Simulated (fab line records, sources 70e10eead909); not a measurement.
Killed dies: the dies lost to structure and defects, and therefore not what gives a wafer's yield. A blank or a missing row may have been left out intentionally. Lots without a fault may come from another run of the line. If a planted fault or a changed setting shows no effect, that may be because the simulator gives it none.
Chamber matching / flow nand harc / 4 sister chambers for NHARC_A_M0_STRIP_18 on rie diel-04
The step strips in N2/H2. 14 wafers are shown with their chamber, then 7 later ones without.

== WAFERS PAIRED WITH THEIR CHAMBERS ==
wafer=L076.1; chamber=1; rf vpp V (V)=90.7; oes product au (a.u.)=1.016; throttle valve pct (%)=14.166
wafer=L076.2; chamber=2; rf vpp V (V)=89.1; oes product au (a.u.)=0.996; throttle valve pct (%)=14.180
wafer=L076.5; chamber=3; rf vpp V (V)=93.1; oes product au (a.u.)=1.001; throttle valve pct (%)=14.175
wafer=L078.2; chamber=2; rf vpp V (V)=87.8; oes product au (a.u.)=0.994; throttle valve pct (%)=14.148
wafer=L078.3; chamber=3; rf vpp V (V)=90.6; oes product au (a.u.)=0.995; throttle valve pct (%)=14.168
wafer=L078.4; chamber=1; rf vpp V (V)=90.7; oes product au (a.u.)=1.017; throttle valve pct (%)=14.168
wafer=L081.2; chamber=2; rf vpp V (V)=88.8; oes product au (a.u.)=0.994; throttle valve pct (%)=14.175
wafer=L081.4; chamber=1; rf vpp V (V)=90.0; oes product au (a.u.)=1.013; throttle valve pct (%)=14.168
wafer=L081.5; chamber=0; rf vpp V (V)=89.5; oes product au (a.u.)=0.993; throttle valve pct (%)=14.178
wafer=L086.1; chamber=3; rf vpp V (V)=91.9; oes product au (a.u.)=0.992; throttle valve pct (%)=14.167
wafer=L086.4; chamber=2; rf vpp V (V)=90.7; oes product au (a.u.)=0.993; throttle valve pct (%)=14.184
wafer=L086.5; chamber=1; rf vpp V (V)=88.8; oes product au (a.u.)=0.988; throttle valve pct (%)=14.153
wafer=L089.1; chamber=2; rf vpp V (V)=89.9; oes product au (a.u.)=0.988; throttle valve pct (%)=14.168
wafer=L089.2; chamber=1; rf vpp V (V)=90.1; oes product au (a.u.)=0.988; throttle valve pct (%)=14.175

SIGNATURES, as means of the wafers listed above
reading=rf vpp V; chamber 0=89.500; chamber 1=90.060; chamber 2=89.260; chamber 3=91.867; scatter within a chamber=1.02
reading=oes product au; chamber 0=0.99300; chamber 1=1.00440; chamber 2=0.99300; chamber 3=0.99600; scatter within a chamber=0.00992
reading=throttle valve pct; chamber 0=14.17800; chamber 1=14.16600; chamber 2=14.17100; chamber 3=14.17000; scatter within a chamber=0.0105
Rule: distance of a wafer from a chamber = root of the sum over the readings of ((wafer's reading minus chamber's mean) / reading's scatter) squared. The wafer belongs to the nearest chamber; if the next one is less than 2 further off, it can't be placed. The scatter is the square root of a quotient: the sum, over the shown wafers, of each reading's squared deviation from its chamber's mean, divided by wafers minus chambers.

== WAFERS MISSING THEIR CHAMBER ==
wafer=L089.5; rf vpp V (V)=89.6; oes product au (a.u.)=0.999; throttle valve pct (%)=14.183
wafer=L091.2; rf vpp V (V)=89.0; oes product au (a.u.)=0.985; throttle valve pct (%)=14.179
wafer=L091.3; rf vpp V (V)=88.1; oes product au (a.u.)=0.999; throttle valve pct (%)=14.158
wafer=L091.6; rf vpp V (V)=90.7; oes product au (a.u.)=0.997; throttle valve pct (%)=14.175
wafer=L096.1; rf vpp V (V)=92.2; oes product au (a.u.)=0.995; throttle valve pct (%)=14.166
wafer=L096.2; rf vpp V (V)=90.1; oes product au (a.u.)=0.995; throttle valve pct (%)=14.174
wafer=L096.4; rf vpp V (V)=90.1; oes product au (a.u.)=1.007; throttle valve pct (%)=14.168

== WHICH CHAMBER EACH WENT THROUGH ==
wafer=L089.5; from the rows above=can't be placed: 0 or 2 or 1 or 3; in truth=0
wafer=L091.2; from the rows above=can't be placed: 0 or 2 or 1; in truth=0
wafer=L091.3; from the rows above=can't be placed: 2 or 1 or 0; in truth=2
wafer=L091.6; from the rows above=can't be placed: 3 or 0 or 1 or 2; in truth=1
wafer=L096.1; from the rows above=can't be placed: 3 or 1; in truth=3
wafer=L096.2; from the rows above=can't be placed: 0 or 2 or 1 or 3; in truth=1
wafer=L096.4; from the rows above=can't be placed: 1 or 2 or 0 or 3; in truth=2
0 of 7 placed correctly. From these rows, 7 cannot be placed; in 7 the true chamber is one of the candidates. 0 placed wrongly.
